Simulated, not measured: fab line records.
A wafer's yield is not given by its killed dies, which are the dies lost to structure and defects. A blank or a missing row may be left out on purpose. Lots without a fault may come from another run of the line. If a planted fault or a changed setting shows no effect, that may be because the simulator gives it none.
Which tool did it?    flow nand_harc    72 wafers from 24 lots sampled at 4 of the route's 1302 steps

WHAT THE GAUGES READ, wafer by wafer
NHARC_A_CONTACT_CD_MEAS_08: the cd target is 200 nm.
lot   measured      on         cd_nm (nm)
L076  day 22 13:14  cd_sem-01  199.3 200.0 199.2
L075  day 22 19:28  cd_sem-02  199.1 200.0 200.6
L074  day 22 19:39  cd_sem-02  199.6 200.2 200.5
L077  day 23 13:49  cd_sem-01  199.7 200.2 199.8
L078  day 23 14:19  cd_sem-03  199.3 200.2 199.1
L080  day 24 01:31  cd_sem-02  200.8 200.8 201.1
L079  day 24 02:50  cd_sem-01  200.4 199.5 199.8
L081  day 24 21:17  cd_sem-01  199.5 199.5 200.3
L084  day 25 20:43  cd_sem-02  200.3 199.7 199.3
L082  day 25 21:38  cd_sem-03  199.7 199.4 199.3
L083  day 26 01:08  cd_sem-02  200.2 199.4 200.2
L085  day 26 22:41  cd_sem-02  200.6 199.9 199.0
L086  day 27 02:11  cd_sem-03  199.5 199.8 199.6
L087  day 27 04:01  cd_sem-03  199.9 199.4 199.5
L088  day 27 21:14  cd_sem-01  199.2 199.4 200.0
L089  day 27 21:28  cd_sem-01  199.5 200.1 199.9
L090  day 29 10:51  cd_sem-01  200.7 199.7 200.7
L091  day 29 18:57  cd_sem-02  199.3 199.5 198.9
L093  day 30 00:59  cd_sem-01  200.3 200.4 200.3
L094  day 30 02:04  cd_sem-02  199.1 199.7 199.3
L092  day 30 08:07  cd_sem-01  200.9 200.6 200.7
L095  day 31 00:47  cd_sem-03  200.3 199.1 199.7
L096  day 31 06:14  cd_sem-02  199.6 200.0 200.3
L097  day 31 06:53  cd_sem-02  199.3 199.6 199.4

NHARC_A_CONTACT_CD_MEAS_15.
lot   measured      on         cd_nm (nm)
L076  day 22 16:36  cd_sem-01  190.5 190.1 190.1
L075  day 22 22:50  cd_sem-01  190.8 190.8 191.3
L074  day 23 00:23  cd_sem-01  189.4 189.8 190.2
L077  day 23 17:14  cd_sem-01  191.1 191.1 190.8
L078  day 23 18:05  cd_sem-03  191.6 191.8 191.9
L080  day 24 04:55  cd_sem-03  189.7 190.7 190.5
L079  day 24 06:14  cd_sem-03  189.5 189.8 189.9
L081  day 25 00:52  cd_sem-02  189.6 190.3 190.9
L084  day 26 00:39  cd_sem-02  190.2 190.5 190.1
L082  day 26 00:59  cd_sem-02  189.6 189.3 189.3
L083  day 26 04:30  cd_sem-02  191.0 190.6 190.7
L085  day 27 02:05  cd_sem-01  190.5 190.4 190.6
L086  day 27 05:38  cd_sem-02  190.2 189.6 190.0
L087  day 27 07:24  cd_sem-02  190.6 189.6 190.5
L088  day 28 00:37  cd_sem-01  189.3 189.7 190.2
L089  day 28 01:44  cd_sem-01  190.2 190.1 189.8
L090  day 29 14:13  cd_sem-01  190.1 189.6 190.4
L091  day 30 01:09  cd_sem-03  190.4 189.8 189.7
L093  day 30 04:32  cd_sem-03  189.6 189.5 189.6
L094  day 30 05:26  cd_sem-03  190.2 189.9 189.8
L092  day 30 11:31  cd_sem-01  190.1 190.0 190.5
L095  day 31 04:12  cd_sem-02  188.6 188.7 189.1
L096  day 31 09:37  cd_sem-03  189.2 189.9 190.1
L097  day 31 10:22  cd_sem-02  190.2 189.6 190.3

WHAT TOOL EACH LOT RAN ON (gives the tool, then ch and the chambers of the sampled wafers, and finally the start)
lot   NHARC_A_CONTACT_ETCH_75             NHARC_A_CONTACT_ETCH_126
L076  rie_diel-02 ch 0,1, day 22 05:44    har_cap_etch-02 ch 0,1, day 22 07:35
L075  rie_diel-11 ch 0,1,3, day 22 11:16  har_cap_etch-01 ch 0,1, day 22 13:07
L074  rie_diel-09 ch 0,1,3, day 22 11:54  har_cap_etch-03 ch 0,1, day 22 13:43
L077  rie_diel-09 ch 1,2,3, day 23 04:17  har_cap_etch-01 ch 0,1, day 23 06:11
L078  rie_diel-11 ch 0,1,2, day 23 04:35  har_cap_etch-03 ch 0,1, day 23 06:29
L080  rie_diel-02 ch 0,1,2, day 23 17:52  har_cap_etch-01 ch 0,1, day 23 19:51
L079  rie_diel-11 ch 0,2,3, day 23 19:10  har_cap_etch-03 ch 0, day 23 21:02
L081  rie_diel-11 ch 0,1,3, day 24 13:39  har_cap_etch-02 ch 0,1, day 24 15:31
L084  rie_diel-02 ch 0,1,3, day 25 13:13  har_cap_etch-01 ch 0,1, day 25 15:04
L082  rie_diel-09 ch 1,2,3, day 25 13:51  har_cap_etch-03 ch 1, day 25 15:59
L083  rie_diel-09 ch 1,2,3, day 25 16:26  har_cap_etch-02 ch 0,1, day 25 18:48
L085  rie_diel-09 ch 0,1,3, day 26 13:59  har_cap_etch-01 ch 0,1, day 26 16:00
L086  rie_diel-09 ch 2,3, day 26 17:29    har_cap_etch-03 ch 0,1, day 26 19:23
L087  rie_diel-02 ch 0,2,3, day 26 18:36  har_cap_etch-02 ch 0,1, day 26 20:27
L088  rie_diel-11 ch 1,2,3, day 27 12:54  har_cap_etch-03 ch 0, day 27 14:54
L089  rie_diel-02 ch 0,1,3, day 27 13:56  har_cap_etch-02 ch 1, day 27 15:49
L090  rie_diel-11 ch 1,2,3, day 29 02:46  har_cap_etch-03 ch 0,1, day 29 04:38
L091  rie_diel-11 ch 1,2,3, day 29 10:26  har_cap_etch-01 ch 0,1, day 29 12:52
L093  rie_diel-11 ch 0,2,3, day 29 17:37  har_cap_etch-02 ch 0,1, day 29 19:28
L094  rie_diel-02 ch 0,1,2, day 29 18:34  har_cap_etch-01 ch 0,1, day 29 20:25
L092  rie_diel-09 ch 0,1,3, day 29 21:42  har_cap_etch-02 ch 0,1, day 29 23:35
L095  rie_diel-11 ch 0,2,3, day 30 17:13  har_cap_etch-02 ch 0,1, day 30 19:02
L096  rie_diel-09 ch 1,2, day 30 20:28    har_cap_etch-03 ch 0,1, day 30 22:25
L097  rie_diel-11 ch 0,2,3, day 30 23:24  har_cap_etch-01 ch 0,1, day 31 01:17
- NHARC_A_CONTACT_ETCH_75: etches the open film in CF4, target depth 39 nm, time 65 s.
- NHARC_A_CONTACT_ETCH_126: etches the open film in C4F8/O2/Ar, time 197 s, target depth 1918 nm.

AS READ BY THE TOOLS THEMSELVES (means over the sampled wafers that have a number; for cases with no such wafer, the mark the record gives instead)
NHARC_A_CONTACT_ETCH_75.
lot   tool         drypump_motor_current_A (A)  oes_product_au (a.u.)  rf_vpp_V (V)  showerhead_plenum_p_Torr (Torr)  throttle_valve_pct (%)
L076  rie_diel-02  6.6                          1.004                  152.5         1.84                             13.276
L075  rie_diel-11  5.6                          0.998                  151.9         1.88                             13.271
L074  rie_diel-09  5.7                          0.998                  152.5         1.79                             13.286
L077  rie_diel-09  5.3                          0.988                  151.5         1.81                             13.288
L078  rie_diel-11  5.6                          0.999                  151.5         1.84                             13.287
L080  rie_diel-02  6.2                          0.987                  151.5         1.82                             13.293
L079  rie_diel-11  5.6                          0.993                  151.8         1.84                             13.294
L081  rie_diel-11  5.7                          0.993                  151.9         1.87                             13.293
L084  rie_diel-02  6.0                          1.001                  151.2         1.78                             13.288
L082  rie_diel-09  5.3                          0.993                  152.1         1.80                             13.290
L083  rie_diel-09  5.3                          0.993                  151.5         1.80                             13.291
L085  rie_diel-09  5.7                          0.981                  152.1         1.78                             13.281
L086  rie_diel-09  4.9                          1.002                  152.5         1.85                             13.279
L087  rie_diel-02  5.8                          0.999                  150.9         1.77                             13.278
L088  rie_diel-11  5.7                          1.002                  152.5         1.87                             13.282
L089  rie_diel-02  6.0                          0.990                  151.3         1.77                             13.286
L090  rie_diel-11  5.7                          1.001                  152.2         1.87                             13.284
L091  rie_diel-11  5.7                          1.001                  152.3         1.87                             13.279
L093  rie_diel-11  5.6                          1.008                  152.5         1.84                             13.281
L094  rie_diel-02  6.2                          0.995                  151.1         1.81                             13.285
L092  rie_diel-09  5.7                          0.998                  151.0         1.77                             13.277
L095  rie_diel-11  5.6                          1.002                  151.8         1.84                             13.285
L096  rie_diel-09  5.4                          0.999                  152.6         1.83                             13.280
L097  rie_diel-11  5.7                          1.000                  151.4         1.84                             13.282

THE ANSWER, worked out from the rows above alone
Rule: the usual values come from the lots themselves. Put in order of their means at a reading, lots are off if they are a third of the lots or fewer, leave a main group of 4 or more, and stand apart from it by a gap of 3 or more times the standard deviation of the main group's means; of several such gaps the widest counts. The tables above print the reading to a certain number of digits; a main group whose means all agree to those digits is not used. Also off: a lot with no number at a reading for which 4 or more lots have one. The other lots that the step has rows for count as sound. The gauges are gone through in route order, then the tools' own readings, and for those a lot's mean is taken as printed above. At the first step where some lot is off, the reading lying furthest off is the one used; lots without a number count as furthest.
Nothing can be told from this: no lot is off at any reading shown.

WHAT HAD BEEN PUT IN BY THE SIMULATOR
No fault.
